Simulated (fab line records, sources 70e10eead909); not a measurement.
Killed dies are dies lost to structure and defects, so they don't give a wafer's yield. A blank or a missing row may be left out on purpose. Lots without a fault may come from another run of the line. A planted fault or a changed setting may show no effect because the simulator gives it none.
fab line records | flow nand_harc
record lots=5 wafers=15 last_day=22
route steps=1159 shown P_M2@334 P_BONDPAD@351
lots that met no fault: from a run of the same line without faults
start_h: hours from the record's first day to the start of the lot's first wafer shown | wait_h: hours since the lot's step before | " the same as in the row above | L1.1+2: a row that stands for several wafers | - no value, or no start given | * or withheld: withheld | < > ~ a bound
route shown NAME@n: a module of which the file shows steps, and the number in the route of the first | usual: mean/standard deviation of fault-free wafers | same: alike in all rows | chamber/n: place in a boat | sites: the reading at each site | _std_site: their standard deviation | _edge_site: outer sites' mean less inner sites' | radius_mm: how far each site lies from the wafer's centre | mask NAME#n: copy n | behind: the tool/chamber that last shaped the wafer | hold: why the lot was held/for how many hours/how that ended | device: the transistor (n, p or np) that didn't switch | end of line: the same wafers' tests at the end of the route | a step without rows: its recipe alone | killed: dies lost to structure and defects at the first sort, not the wafer's yield | map: a wafer's dies, x killed, . not, _ none there
set.NAME: the setting as run; set.NAME@STEP: as run at that earlier step | model.NAME: the simulator's own value behind a step, which no gauge read
lots at some steps of the route; a table a step, a row a wafer
services: from which hour (start_h, from the record's first day; less than 0 if before it) a tool's chamber was out of use, for how many hours, and why
## steps
# step NHARC_P_M2_CD_MEAS_16
# usual cd_nm=169.8/0.77
# columns lot.wafer tool chamber start_h wait_h cd_nm
L078.3 cd_sem-02 - 144.95 - 170.0
L078.4 " - " " 169.6
L078.6 " - " " 169.4
L082.2 cd_sem-01 - 171.59 - 168.3
L082.4 " - " " 169.0
L082.6 " - " " 168.3
L084.2 cd_sem-02 - 184.52 - 169.8
L084.3 " - " " 169.5
L084.6 " - " " 170.0
L088.1 cd_sem-03 - 199.13 - 170.3
L088.3 " - " " 169.2
L088.5 " - " " 168.9
L086.3 cd_sem-02 - 203.12 - 169.6
L086.5 " - " " 170.3
L086.6 " - " " 169.3
# step NHARC_P_M2_STRIP_18
# recipe power_w=1000 n2_flow_sccm=150 h2_flow_sccm=150 ar_flow_sccm=0 bias_w=0 chemistry=N2/H2
# usual drypump_motor_current_A=5.5/0.48 oes_product_au=1.000/0.0089 power_w=1000.1/2.8 rf_vpp_V=90.2/0.88 showerhead_plenum_p_Torr=1.99/0.062 throttle_valve_pct=14.172/0.01
# columns lot.wafer tool chamber start_h wait_h drypump_motor_current_A oes_product_au power_w rf_hours_counter_h rf_vpp_V showerhead_plenum_p_Torr throttle_valve_pct
L078.4 rie_diel-12 1 145.08 0.1 6.0 0.974 997.1 38 91.7 2.14 14.165
L078.3 " 2 " " 5.4 1.000 1006.7 39 91.3 2.05 14.165
L078.6 " 0 " " 5.8 0.991 998.3 - 90.3 2.05 14.183
L082.4 rie_diel-09 2 171.68 0.1 5.0 0.994 997.0 3 90.7 2.02 14.174
L082.2 " 1 " " 6.1 0.993 996.1 3 91.4 2.05 14.189
L082.6 " 2 " " 5.0 0.990 999.8 - 90.3 2.02 14.176
L084.3 rie_diel-09 2 184.64 0.1 5.0 0.996 1000.6 3 91.8 2.02 14.162
L084.2 " 3 " " 5.1 1.016 1001.8 4 90.2 1.97 14.153
L084.6 " 1 " " 6.0 1.005 1000.9 - 91.4 2.05 14.174
L088.1 rie_diel-03 2 199.23 0.1 5.4 1.019 998.8 28 90.7 1.93 14.154
L088.3 " 0 " " 6.3 1.003 999.1 26 91.4 1.98 14.165
L088.5 " 1 " " 5.7 1.004 1000.3 - 90.5 2.09 14.182
L086.3 rie_diel-09 2 203.25 0.1 5.0 0.994 1004.4 4 89.4 2.02 14.186
L086.5 " 0 " " 4.9 1.001 1000.2 - 89.6 1.91 14.179
L086.6 " 1 " " 6.1 1.002 997.5 - 92.2 2.05 14.170
# step NHARC_P_M2_ETCH_28
# recipe target_depth_a=300 over_etch_frac=0.3 time_s=72.99 ion_energy_ev=150 cf4_flow_sccm=50 n2_flow_sccm=100 ar_flow_sccm=150 rf_w=300 bias_w=100 chemistry=CF4/N2
# usual drypump_motor_current_A=5.5/0.48 oes_product_au=0.999/0.009 rf_vpp_V=313.1/1.6 showerhead_plenum_p_Torr=2.56/0.077 throttle_valve_pct=19.795/0.0085
# columns lot.wafer tool chamber start_h wait_h drypump_motor_current_A oes_product_au rf_hours_counter_h rf_vpp_V showerhead_plenum_p_Torr throttle_valve_pct
L078.4 rie_diel-12 0 - - 5.9 1.002 36 315.4 2.64 19.798
L078.3 " 1 " " 6.0 0.983 38 316.5 2.74 19.803
L078.6 " 1 " " 6.0 0.978 - 317.0 2.74 19.804
L082.4 rie_diel-09 3 - - 5.2 1.006 3 313.2 2.55 19.786
L082.2 " 1 " " 6.1 1.006 3 314.2 2.63 19.777
L082.6 " 0 " " 4.9 0.994 - 311.4 2.47 19.803
L084.2 rie_diel-09 1 - - 6.1 0.998 4 312.4 2.63 19.795
L084.3 " 3 " " 5.1 1.012 4 313.1 2.55 19.792
L084.6 " 0 " " 4.9 1.003 - 311.2 2.47 19.796
L088.1 rie_diel-03 2 - - 5.4 1.013 28 310.9 2.50 19.801
L088.3 " 3 " " 5.6 0.998 28 312.2 2.46 19.804
L088.5 " 1 " " 5.7 1.009 - 315.7 2.69 19.793
L086.3 rie_diel-09 1 - - 6.1 0.994 4 315.0 2.63 19.800
L086.6 " 3 " " 5.1 1.007 - 313.0 2.55 19.785
L086.5 " 0 " " 4.9 1.003 - 311.0 2.47 19.796
# step NHARC_P_M2_STRIP_19
# recipe time_s=600 temp_c=30 chemistry=post_etch_residue_remover
# columns lot.wafer tool chamber start_h wait_h
L078.6+4+3 wet_bench-10 6,7,2 145.42 -
L082.2+4+6 wet_bench-08 0,2,3 172.06 -
L084.6+3+2 wet_bench-10 7,0,2 184.98 -
L088.5+1+3 wet_bench-08 5,0,2 199.60 -
L086.6+3+5 wet_bench-10 6,7,1 203.59 -
# step NHARC_P_M2_DEGAS_29
# recipe temp_c=250 time_s=60
# usual heater_power_w=349/38
# columns lot.wafer tool chamber start_h wait_h heater_power_w
L078.3 pvd_sputter-01 - 145.68 - 323
L078.4 " - " " 378
L078.6 " - " " 366
L082.2 pvd_sputter-03 - 172.32 - 326
L082.4 " - " " 353
L082.6 " - " " 340
L084.2 pvd_sputter-02 - 185.23 - 453
L084.3 " - " " 306
L084.6 " - " " 438
L088.3 pvd_sputter-01 - 199.89 - 361
L088.1 " - " " 346
L088.5 " - " " 323
L086.3 pvd_sputter-03 - 203.85 - 311
L086.5 " - " " 323
L086.6 " - " " 312
# step NHARC_P_M2_PRE_CLEAN_30
# recipe time_s=30 temp_c=280 gas=H2/He
# usual heater_power_w=432/48
# columns lot.wafer tool chamber start_h wait_h heater_power_w
L078.3 pvd_sputter-01 - - - 475
L078.4 " - " " 459
L078.6 " - " " 413
L082.2 pvd_sputter-03 - - - 381
L082.4 " - " " 434
L082.6 " - " " 421
L084.2 pvd_sputter-02 - - - 452
L084.3 " - " " 462
L084.6 " - " " 444
L088.3 pvd_sputter-01 - - - 393
L088.1 " - " " 452
L088.5 " - " " 396
L086.3 pvd_sputter-03 - - - 383
L086.6 " - " " 365
L086.5 " - " " 435
# step NHARC_P_M2_PVD_20
# recipe target_thk_a=50 bias_v=168.6 power_w=15000 chamber_pressure_pa=0.12 time_s=8.06 substrate_temp_c=50 material=TaN
# usual bias_v=168.6/1.8 throttle_valve_pct=30.2/1.1
# columns lot.wafer tool chamber start_h wait_h bias_v throttle_valve_pct
L078.3 pvd_sputter-01 - - - 168.6 31.4
L078.4 " - " " 169.0 29.7
L078.6 " - " " 170.1 31.3
L082.2 pvd_sputter-03 - - - 170.3 28.3
L082.4 " - " " 168.9 30.4
L082.6 " - " " 170.2 30.9
L084.3 pvd_sputter-02 - - - 170.5 30.8
L084.2 " - " " 169.6 28.6
L084.6 " - " " 171.7 30.6
L088.3 pvd_sputter-01 - - - 166.5 28.6
L088.1 " - " " 169.4 30.7
L088.5 " - " " 170.2 30.7
L086.3 pvd_sputter-03 - - - 169.3 30.3
L086.5 " - " " 165.0 28.1
L086.6 " - " " 170.0 31.6
# step NHARC_P_M2_PVD_21
# recipe target_thk_a=300 chamber_pressure_pa=5 power_w=5000 substrate_temp_c=30 time_s=20.49 material=Cu
# usual throttle_valve_pct=30.2/1
# columns lot.wafer tool chamber start_h wait_h throttle_valve_pct
L078.4 pvd_sputter-01 - - - 30.9
L078.3 " - " " 30.0
L078.6 " - " " 30.9
L082.4 pvd_sputter-03 - - - 28.3
L082.2 " - " " 30.2
L082.6 " - " " 31.7
L084.3 pvd_sputter-02 - - - 28.6
L084.2 " - " " 31.2
L084.6 " - " " 30.4
L088.1 pvd_sputter-01 - - - 30.8
L088.3 " - " " 28.7
L088.5 " - " " 30.8
L086.3 pvd_sputter-03 - - - 28.4
L086.5 " - " " 31.7
L086.6 " - " " 30.3
# step NHARC_P_M2_ECD_22
# recipe target_thk_a=4000 bath_temp_c=25 material=Cu
# columns lot.wafer tool chamber start_h wait_h
L078.4+3+6 ecd_cu-02 1,0,0 146.14 -
L082.2+4+6 ecd_cu-02 0,0,1 172.69 -
L084.2+3+6 ecd_cu-01 1,0,1 185.64 -
L088.1+3+5 ecd_cu-01 1,1,0 200.40 -
L086.3+5+6 ecd_cu-01 0,1,0 204.35 -
# step NHARC_P_M2_ANNEAL_31
# recipe temp_c=225 time_s=90
# usual wafer_temp_C_max=226.00/0.23
# columns lot.wafer tool chamber start_h wait_h wafer_temp_C_max
L078.3 rtp_anneal-02 0 146.52 - 225.70
L078.4 " 0 " " 226.30
L078.6 " 0 " " 226.46
L082.2 rtp_anneal-02 0 173.12 0.4 226.39
L082.4 " 0 " " 225.97
L082.6 " 0 " " 226.25
L084.2 rtp_anneal-01 0 186.05 - 226.03
L084.3 " 0 " " 225.92
L084.6 " 0 " " 225.70
L088.1 rtp_anneal-01 0 200.76 0.3 226.34
L088.3 " 0 " " 225.96
L088.5 " 0 " " 226.29
L086.3 rtp_anneal-01 0 204.68 - 225.95
L086.5 " 0 " " 225.79
L086.6 " 0 " " 225.65
# step NHARC_P_M2_CMP_23
# recipe t_overpolish_s=20 target_thk_nm=144.3
# usual motor_current_A=11.6/1 time_to_endpoint_s=28/3.1
# columns lot.wafer tool chamber start_h wait_h motor_current_A time_to_endpoint_s
L078.4 cmp-01 3 146.79 - 12.7 29
L078.3 " 0 " " 10.6 33
L078.6 " 2 " " 11.6 28
L082.4 cmp-01 0 173.44 - 10.4 32
L082.2 " 1 " " 11.8 30
L082.6 " 3 " " 12.9 29
L084.3 cmp-01 0 186.37 - 10.7 32
L084.2 " 1 " " 11.3 28
L084.6 " 0 " " 9.9 28
L088.1 cmp-04 2 201.13 - 11.0 35
L088.3 " 0 " " 10.9 34
L088.5 " 1 " " 12.7 30
L086.3 cmp-01 1 205.01 - 12.2 30
L086.5 " 2 " " 11.5 25
L086.6 " 3 " " 13.6 26
# step NHARC_P_M2_THK_MEAS_24
# recipe thk_meas_gauge=xrf
# usual thk_nm=144.4/1.5
# columns lot.wafer tool chamber start_h wait_h thk_nm
L078.3 film_metro-01 - 147.08 - 146.7
L078.4 " - " " 143.1
L078.6 " - " " 144.8
L082.2 film_metro-01 - 173.73 - 144.2
L082.4 " - " " 147.6
L082.6 " - " " 144.0
L084.2 film_metro-01 - 186.66 - 143.8
L084.3 " - " " 145.0
L084.6 " - " " 145.5
L088.1 film_metro-02 - 201.42 - 144.7
L088.3 " - " " 147.2
L088.5 " - " " 141.2
L086.3 film_metro-01 - 205.24 - 145.2
L086.5 " - " " 143.4
L086.6 " - " " 141.2
# step NHARC_P_M2_SRD_25
# columns lot.wafer tool chamber start_h wait_h
L078.4+3+6 wet_bench-10 5,0,2 147.12 0.0
L082.4+6+2 wet_bench-10 1,3,4 173.77 0.0
L084.3+6+2 wet_bench-08 6,1,2 186.70 0.0
L088.3+1+5 wet_bench-08 1,2,5 201.46 0.0
L086.6+5+3 wet_bench-10 6,7,0 205.29 0.0
# step NHARC_P_M2_INSPECT_27
# usual raw_defect_count=344/150
# columns lot.wafer tool chamber start_h wait_h raw_defect_count
L078.3 defect_inspect-02 - 147.24 0.0 216
L078.4 " - " " 646
L078.6 " - " " 229
L082.2 defect_inspect-02 - 173.88 0.0 289
L082.4 " - " " 254
L082.6 " - " " 243
L084.2 defect_inspect-02 - 186.81 0.0 395
L084.3 " - " " 637
L084.6 " - " " 381
L088.1 defect_inspect-01 - 201.58 0.0 626
L088.3 " - " " 471
L088.5 " - " " 300
L086.3 defect_inspect-01 - 205.40 0.0 240
L086.5 " - " " 273
L086.6 " - " " 344
# step NHARC_P_M2_PRE_CLEAN_32
# recipe time_s=12 temp_c=370 rf_power_w=300 gas=NH3
# usual heater_power_w=614/63
# columns lot.wafer tool chamber start_h wait_h heater_power_w
L078.3 pecvd-02 1 147.31 0.1 549
L078.4 " 0 " " 694
L078.6 " 2 " " 603
L082.2 pecvd-02 1 173.98 0.1 599
L082.4 " 0 " " 703
L082.6 " 1 " " 606
L084.2 pecvd-03 2 186.88 0.1 655
L084.3 " 0 " " 576
L084.6 " 0 " " 566
L088.1 pecvd-03 0 201.66 0.1 555
L088.3 " 1 " " 643
L088.5 " 2 " " 660
L086.3 pecvd-02 0 205.48 0.1 727
L086.6 " 2 " " 539
L086.5 " 0 " " 730
# step NHARC_P_M2_DEP_33
# recipe target_thk_a=300 temp_c=370 target_thk_nm=30 pressure_torr=3 flow_sccm=200 rf_w=450 material=SiCN
# usual heater_power_w=550/65
# columns lot.wafer tool chamber start_h wait_h heater_power_w
L078.3 pecvd-02 1 147.42 0.1 590
L078.4 " 0 " " 619
L078.6 " 2 " " 570
L082.2 pecvd-02 1 174.12 0.1 495
L082.4 " 0 " " 657
L082.6 " 1 " " 508
L084.2 pecvd-03 2 186.95 0.1 579
L084.3 " 0 " " 492
L084.6 " 0 " " 489
L088.1 pecvd-03 0 201.77 0.1 521
L088.3 " 1 " " 496
L088.5 " 2 " " 636
L086.3 pecvd-02 0 205.59 0.1 697
L086.6 " 2 " " 610
L086.5 " 0 " " 569
# step NHARC_P_BONDPAD_DEP_00
# recipe target_thk_a=2500 temp_c=370 target_thk_nm=250 pressure_torr=3 flow_sccm=200 rf_w=450 material=SiCN
# usual heater_power_w=552/62
# columns lot.wafer tool chamber start_h wait_h heater_power_w
L078.3 pecvd-03 1 147.94 - 532
L078.6 " 2 " " 627
L078.4 " 0 " " 483
L082.2 pecvd-01 1 174.49 - 625
L082.4 " 0 " " 561
L082.6 " 2 " " 501
L084.3 pecvd-03 1 - - 559
L084.2 " 2 " " 536
L084.6 " 2 " " 559
L088.3 pecvd-03 1 - - 529
L088.1 " 0 " " 453
L088.5 " 1 " " 539
L086.3 pecvd-03 2 205.98 - 534
L086.5 " 2 " " 544
L086.6 " 1 " " 581
# step NHARC_P_BONDPAD_CMP_32
# recipe target_thk_nm=200 material=SiCN
# usual motor_current_A=11.7/1.2
# columns lot.wafer tool chamber start_h wait_h motor_current_A
L078.4 cmp-02 1 148.28 - 12.9
L078.3 " 3 " " 10.1
L078.6 " 1 " " 13.3
L082.2 cmp-04 3 174.86 - 12.4
L082.4 " 2 " " 11.6
L082.6 " 0 " " 11.0
L084.3 cmp-02 2 187.76 - 12.1
L084.2 " 1 " " 12.5
L084.6 " 2 " " 11.6
L088.3 cmp-03 0 202.52 - 14.9
L088.1 " 3 " " 10.5
L088.5 " 1 " " 11.6
L086.3 cmp-03 2 206.60 - 13.2
L086.5 " 3 " " 9.9
L086.6 " 0 " " 13.9
# step NHARC_P_BONDPAD_THK_MEAS_33
# recipe thk_meas_gauge=ellipsometry
# usual thk_nm=199.9/1.5
# columns lot.wafer tool chamber start_h wait_h thk_nm
L078.3 film_metro-01 - 148.54 0.2 198.5
L078.4 " - " " 200.8
L078.6 " - " " 199.5
L082.2 film_metro-02 - 175.11 0.2 199.6
L082.4 " - " " 200.5
L082.6 " - " " 201.1
L084.2 film_metro-01 - 188.01 0.1 201.1
L084.3 " - " " 200.7
L084.6 " - " " 202.5
L088.1 film_metro-01 - 202.77 0.2 200.9
L088.3 " - " " 202.1
L088.5 " - " " 200.0
L086.3 film_metro-02 - 206.78 0.2 199.4
L086.5 " - " " 198.4
L086.6 " - " " 200.3
# step NHARC_P_BONDPAD_SRD_34
# columns lot.wafer tool chamber start_h wait_h
L078.4+3+6 wet_bench-08 7,0,1 148.59 0.0
L082.6+2+4 wet_bench-08 7,1,2 175.16 0.0
L084.3+6+2 wet_bench-08 2,3,6 188.05 0.0
L088.3+1+5 wet_bench-08 2,3,6 202.82 0.0
L086.3+5+6 wet_bench-08 3,4,7 206.82 0.0
# step NHARC_P_BONDPAD_DEHYDRATE_01
# recipe temp_c=150 time_s=120
# usual heater_power_total_W=182.4/1.2
# columns lot.wafer tool chamber start_h wait_h heater_power_total_W
L078.3 litho_track-02 0 148.66 0.1 182.2
L078.4 " 0 " " 182.0
L078.6 " 0 " " 182.8
L082.2 litho_track-05 0 175.24 0.1 181.3
L082.4 " 0 " " 183.2
L082.6 " 0 " " 180.5
L084.2 litho_track-03 0 188.13 0.1 181.3
L084.3 " 0 " " 182.2
L084.6 " 0 " " 182.9
L088.1 litho_track-05 0 202.91 0.1 181.7
L088.3 " 0 " " 183.3
L088.5 " 0 " " 181.3
L086.3 litho_track-02 0 206.90 0.1 181.8
L086.5 " 0 " " 183.1
L086.6 " 0 " " 183.0
# step NHARC_P_BONDPAD_HMDS_02
# recipe time_s=30
# columns lot.wafer tool chamber start_h wait_h
L078.3+4+6 litho_track-02 0 - -
L082.2+4+6 litho_track-05 0 - -
L084.2+3+6 litho_track-03 0 - -
L088.1+3+5 litho_track-05 0 - -
L086.3+5+6 litho_track-02 0 - -
# step NHARC_P_BONDPAD_COAT_36
# recipe temp_c=200 time_s=65
# usual heater_power_total_W=386.1/1.3
# columns lot.wafer tool chamber start_h wait_h heater_power_total_W
L078.3 litho_track-02 0 - - 387.8
L078.4 " 0 " " 385.7
L078.6 " 0 " " 388.0
L082.2 litho_track-05 0 - - 384.9
L082.4 " 0 " " 386.9
L082.6 " 0 " " 384.3
L084.2 litho_track-03 0 - - 386.5
L084.3 " 0 " " 384.5
L084.6 " 0 " " 387.2
L088.1 litho_track-05 0 - - 386.4
L088.3 " 0 " " 387.3
L088.5 " 0 " " 384.9
L086.3 litho_track-02 0 - - 385.8
L086.5 " 0 " " 388.0
L086.6 " 0 " " 387.1
# step NHARC_P_BONDPAD_COAT_03
# recipe spin_rpm=2000 resist_thk_nm=600
# columns lot.wafer tool chamber start_h wait_h
L078.3+4+6 litho_track-02 0 - -
L082.2+4+6 litho_track-05 0 - -
L084.2+3+6 litho_track-03 0 - -
L088.1+3+5 litho_track-05 0 - -
L086.3+5+6 litho_track-02 0 - -
# step NHARC_P_BONDPAD_SOFTBAKE_04
# recipe temp_c=125 time_s=70
# usual heater_power_total_W=200.8/1.3
# columns lot.wafer tool chamber start_h wait_h heater_power_total_W
L078.3 litho_track-02 0 - - 202.5
L078.4 " 0 " " 201.3
L078.6 " 0 " " 201.9
L082.2 litho_track-05 0 - - 202.0
L082.4 " 0 " " 200.7
L082.6 " 0 " " 201.6
L084.2 litho_track-03 0 - - 198.8
L084.3 " 0 " " 200.8
L084.6 " 0 " " 201.1
L088.1 litho_track-05 0 - - 201.6
L088.3 " 0 " " 201.0
L088.5 " 0 " " 199.4
L086.3 litho_track-02 0 - - 201.2
L086.5 " 0 " " 199.9
L086.6 " 0 " " 202.5
# step NHARC_P_BONDPAD_EBR_05
# columns lot.wafer tool chamber start_h wait_h
L078.3+4+6 litho_track-02 0 - -
L082.2+4+6 litho_track-05 0 - -
L084.2+3+6 litho_track-03 0 - -
L088.1+3+5 litho_track-05 0 - -
L086.3+5+6 litho_track-02 0 - -
# step NHARC_P_BONDPAD_EXPOSE_06
# recipe na=0.55 dose_mj=37.06 mask_id=P_BPAD
# columns lot.wafer tool chamber start_h wait_h mask
L078.3+4+6 krf_scanner-01 0 148.96 - P_BPAD#0
L082.2+4+6 krf_scanner-02 0 175.41 - P_BPAD#0
L084.2+3+6 krf_scanner-04 0 188.42 - P_BPAD#0
L088.1+3+5 krf_scanner-02 0 203.20 - P_BPAD#0
L086.3+5+6 krf_scanner-01 0 207.20 - P_BPAD#0
# step NHARC_P_BONDPAD_PEB_07
# recipe peb_temp_c=128 peb_time_s=80
# usual heater_power_total_W=189.8/0.8
# columns lot.wafer tool chamber start_h wait_h heater_power_total_W
L078.3 litho_track-03 0 149.02 0.1 189.7
L078.4 " 0 " " 190.7
L078.6 " 0 " " 189.1
L082.2 litho_track-03 0 175.47 0.1 188.5
L082.4 " 0 " " 190.6
L082.6 " 0 " " 189.8
L084.2 litho_track-03 0 188.49 0.1 190.7
L084.3 " 0 " " 189.1
L084.6 " 0 " " 189.4
L088.1 litho_track-05 0 203.27 0.1 188.6
L088.3 " 0 " " 190.8
L088.5 " 0 " " 188.9
L086.3 litho_track-03 0 207.25 0.1 189.5
L086.5 " 0 " " 189.3
L086.6 " 0 " " 190.7
# step NHARC_P_BONDPAD_DEVELOP_08
# recipe time_s=50 dev_temp_c=22
# columns lot.wafer tool chamber start_h wait_h
L078.3+4+6 litho_track-03 0 - -
L082.2+4+6 litho_track-03 0 - -
L084.2+3+6 litho_track-03 0 - -
L088.1+3+5 litho_track-05 0 - -
L086.3+5+6 litho_track-03 0 - -
# step NHARC_P_BONDPAD_CD_MEAS_09
# recipe target_cd_nm=500 landing_energy_ev=500
# usual cd_nm=499.7/2
# same landing_energy_ev=500
# columns lot.wafer tool chamber start_h wait_h cd_nm
L078.3 cd_sem-01 0 149.10 - 498.8
L078.4 " 0 " " 498.0
L078.6 " 0 " " 499.5
L082.2 cd_sem-02 0 175.55 - 499.9
L082.4 " 0 " " 502.5
L082.6 " 0 " " 501.4
L084.2 cd_sem-03 0 188.58 - 498.4
L084.3 " 0 " " 497.3
L084.6 " 0 " " 501.2
L088.1 cd_sem-01 0 203.35 - 502.8
L088.3 " 0 " " 503.0
L088.5 " 0 " " 501.5
L086.3 cd_sem-02 0 207.34 - 497.4
L086.5 " 0 " " 498.1
L086.6 " 0 " " 498.2
# step NHARC_P_BONDPAD_OVL_MEAS_38
# usual overlay_x_nm=-1/7.7 overlay_y_nm=0/5.3
# columns lot.wafer tool chamber start_h wait_h overlay_x_nm overlay_y_nm
L078.3 overlay-02 - 149.19 - -4 -1
L078.4 " - " " -4 0
L078.6 " - " " -4 -1
L082.2 overlay-01 - 175.64 - 9 -1
L082.4 " - " " 10 0
L082.6 " - " " 10 0
L084.2 overlay-01 - 188.67 - -11 -6
L084.3 " - " " -11 -5
L084.6 " - " " -11 -5
L088.1 overlay-01 - 203.44 - 8 0
L088.3 " - " " 8 0
L088.5 " - " " 8 0
L086.3 overlay-01 - 207.44 - -7 5
L086.5 " - " " -7 5
L086.6 " - " " -6 5
# step NHARC_P_BONDPAD_HARDBAKE_10
# recipe temp_c=118 time_s=65
# usual heater_power_total_W=195.8/0.35
# columns lot.wafer tool chamber start_h wait_h heater_power_total_W
L078.3 litho_track-03 0 149.24 0.1 195.2
L078.4 " 0 " " 195.8
L078.6 " 0 " " 196.1
L082.2 litho_track-03 0 175.69 0.0 196.1
L082.4 " 0 " " 196.1
L082.6 " 0 " " 196.1
L084.2 litho_track-03 0 188.71 0.0 196.2
L084.3 " 0 " " 195.2
L084.6 " 0 " " 195.2
L088.1 litho_track-05 0 203.49 0.0 195.4
L088.3 " 0 " " 196.1
L088.5 " 0 " " 195.7
L086.3 litho_track-03 0 207.50 0.1 196.0
L086.5 " 0 " " 195.2
L086.6 " 0 " " 195.4
# step NHARC_P_BONDPAD_DESCUM_11
# recipe time_s=3 o2_flow_sccm=200 ar_flow_sccm=0 bias_power_w=0 chemistry=O2
# usual drypump_motor_current_A=5.7/0.56 oes_product_au=1.002/0.0092 rf_vpp_V=57.6/0.78 showerhead_plenum_p_Torr=1.87/0.062 throttle_valve_pct=11.311/0.0088
# columns lot.wafer tool chamber start_h wait_h drypump_motor_current_A oes_product_au rf_hours_counter_h rf_vpp_V showerhead_plenum_p_Torr throttle_valve_pct
L078.4 rie_diel-01 0 149.32 - 5.3 1.003 0 57.3 1.80 11.311
L078.3 " 1 " " 6.6 1.006 0 57.7 1.89 11.302
L078.6 " 0 " " 5.3 1.006 - 57.3 1.80 11.322
L082.2 rie_diel-08 2 175.77 - 5.8 0.995 17 57.1 1.80 11.315
L082.4 " 0 " " 5.8 0.998 17 56.5 1.85 11.310
L082.6 " 1 " " 6.6 0.990 - 59.8 2.03 11.304
L084.2 rie_diel-01 3 188.80 - 5.9 0.997 4 56.5 1.83 11.321
L084.3 " 0 " " 5.3 0.996 4 57.1 1.80 11.292
L084.6 " 3 " " 5.9 1.000 - 58.2 1.83 11.305
L088.1 rie_diel-01 1 203.57 - 6.6 0.984 5 58.9 1.89 11.309
L088.3 " 3 " " 5.9 0.995 6 57.8 1.83 11.303
L088.5 " 1 " " 6.6 0.988 - 57.3 1.89 11.312
L086.3 rie_diel-01 3 207.58 - 5.9 1.005 6 58.7 1.83 11.309
L086.6 " 2 " " 5.1 0.987 - 57.5 1.86 11.304
L086.5 " 3 " " 5.9 1.001 - 57.5 1.83 11.310
# step NHARC_P_BONDPAD_ETCH_37
# recipe target_depth_a=600 overetch_a=180 time_s=65.91 ion_energy_ev=200 n2_flow_sccm=150 h2_flow_sccm=150 ar_flow_sccm=0 rf_w=400 bias_w=150 chemistry=N2/H2
# usual drypump_motor_current_A=5.8/0.56 oes_product_au=1.002/0.0081 rf_vpp_V=429.1/2.2 showerhead_plenum_p_Torr=1.99/0.071 throttle_valve_pct=14.172/0.008
# columns lot.wafer tool chamber start_h wait_h drypump_motor_current_A oes_product_au rf_hours_counter_h rf_vpp_V showerhead_plenum_p_Torr throttle_valve_pct
L078.4 rie_diel-01 0 149.40 0.1 5.3 0.987 0 429.3 1.92 14.176
L078.3 " 1 " " 6.6 0.998 0 430.4 2.02 14.177
L078.6 " 3 " " 5.9 0.992 - 428.2 1.95 14.178
L082.4 rie_diel-08 2 175.86 0.1 5.8 1.006 17 428.5 1.92 14.178
L082.2 " 3 " " 5.1 1.014 17 429.5 2.01 14.169
L082.6 " 2 " " 5.8 1.011 - 426.8 1.92 14.165
L084.3 rie_diel-01 1 188.88 0.1 6.6 0.998 3 428.9 2.02 14.152
L084.2 " 3 " " 5.9 1.002 4 427.8 1.95 14.164
L084.6 " 0 " " 5.3 1.003 - 427.9 1.91 14.155
L088.1 rie_diel-01 0 203.65 0.1 5.3 0.996 6 427.4 1.91 14.171
L088.3 " 1 " " 6.7 1.011 5 429.5 2.02 14.169
L088.5 " 1 " " 6.7 0.997 - 431.2 2.02 14.163
L086.3 rie_diel-01 0 207.65 0.1 5.3 0.990 6 427.5 1.91 14.180
L086.5 " 0 " " 5.3 0.995 - 426.6 1.91 14.182
L086.6 " 1 " " 6.6 0.993 - 430.6 2.02 14.165
# step NHARC_P_BONDPAD_ETCH_12
# recipe target_depth_a=2000 time_s=100 chf3_flow_sccm=50 o2_flow_sccm=10 ar_flow_sccm=200 rf_w=500 bias_w=200 chemistry=CHF3/O2
# usual drypump_motor_current_A=5.7/0.56 oes_product_au=0.947/0.023 rf_vpp_V=369.2/1.8 showerhead_plenum_p_Torr=2.34/0.073 throttle_valve_pct=20.573/0.01
# columns lot.wafer tool chamber start_h wait_h drypump_motor_current_A oes_product_au rf_hours_counter_h rf_vpp_V showerhead_plenum_p_Torr throttle_valve_pct
L078.3 rie_diel-01 3 - - 5.9 0.959 0 368.6 2.30 20.574
L078.4 " 0 " " 5.3 0.954 0 367.1 2.27 20.561
L078.6 " 2 " " 5.0 0.993 - 370.3 2.34 20.577
L082.4 rie_diel-08 3 - - 5.2 0.979 17 367.6 2.37 20.578
L082.2 " 2 " " 5.8 0.975 17 366.0 2.27 20.551
L082.6 " 3 " " 5.1 0.982 - 371.8 2.37 20.588
L084.2 rie_diel-01 0 - - 5.3 0.962 4 367.1 2.26 20.562
L084.3 " 1 " " 6.6 0.966 3 369.8 2.38 20.571
L084.6 " 3 " " 5.9 0.957 - 368.5 2.30 20.567
L088.1 rie_diel-01 1 - - 6.6 0.924 5 369.0 2.38 20.555
L088.3 " 2 " " 5.1 0.923 5 369.0 2.34 20.570
L088.5 " 1 " " 6.6 0.919 - 369.2 2.38 20.561
L086.3 rie_diel-01 0 - - 5.3 0.984 6 368.4 2.26 20.582
L086.5 " 3 " " 5.9 0.958 - 368.5 2.30 20.569
L086.6 " 0 " " 5.3 0.968 - 367.9 2.26 20.578
# step NHARC_P_BONDPAD_CD_MEAS_13
# usual cd_nm=499.3/2.1
# columns lot.wafer tool chamber start_h wait_h cd_nm
L078.3 cd_sem-03 - 149.63 - 497.9
L078.4 " - " " 497.6
L078.6 " - " " 499.3
L082.2 cd_sem-03 - 176.08 - 501.3
L082.4 " - " " 500.7
L082.6 " - " " 500.5
L084.2 cd_sem-03 - 189.29 - 498.4
L084.3 " - " " 497.0
L084.6 " - " " 500.5
L088.1 cd_sem-01 - 203.88 - 501.1
L088.3 " - " " 502.9
L088.5 " - " " 499.7
L086.3 cd_sem-02 - 207.89 - 497.2
L086.5 " - " " 497.7
L086.6 " - " " 497.8
## services
# columns tool chamber start_h hours kind
pecvd-03 1 121.65 8.2 repair
rie_diel-08 - 124.88 9.0 pm
ecd_cu-02 - 127.36 2.7 repair
cmp-02 - 128.64 4.0 pm
pvd_sputter-01 - 131.86 4.7 repair
rie_diel-12 1 132.48 4.0 repair
cmp-01 - 136.00 0.7 repair
rie_diel-01 - 137.80 9.0 pm
rie_diel-03 1 138.47 2.1 repair
pvd_sputter-01 - 145.07 0.5 repair
pvd_sputter-03 - 145.44 7.4 repair
rie_diel-03 1 150.11 13.0 repair
pecvd-02 - 153.43 13.0 pm
cmp-03 - 156.26 4.0 pm
pvd_sputter-01 - 158.01 10.0 pm
ecd_cu-02 - 160.90 1.4 repair
litho_track-02 - 165.00 7.0 pm
ecd_cu-01 - 171.45 7.5 repair
cmp-02 - 177.95 2.4 repair
cmp-04 - 179.18 2.1 repair
cmp-01 - 179.50 4.0 pm
ecd_cu-02 - 180.00 8.0 pm
pvd_sputter-03 - 180.58 0.6 repair
cmp-01 - 206.10 1.1 repair
## key
fault none
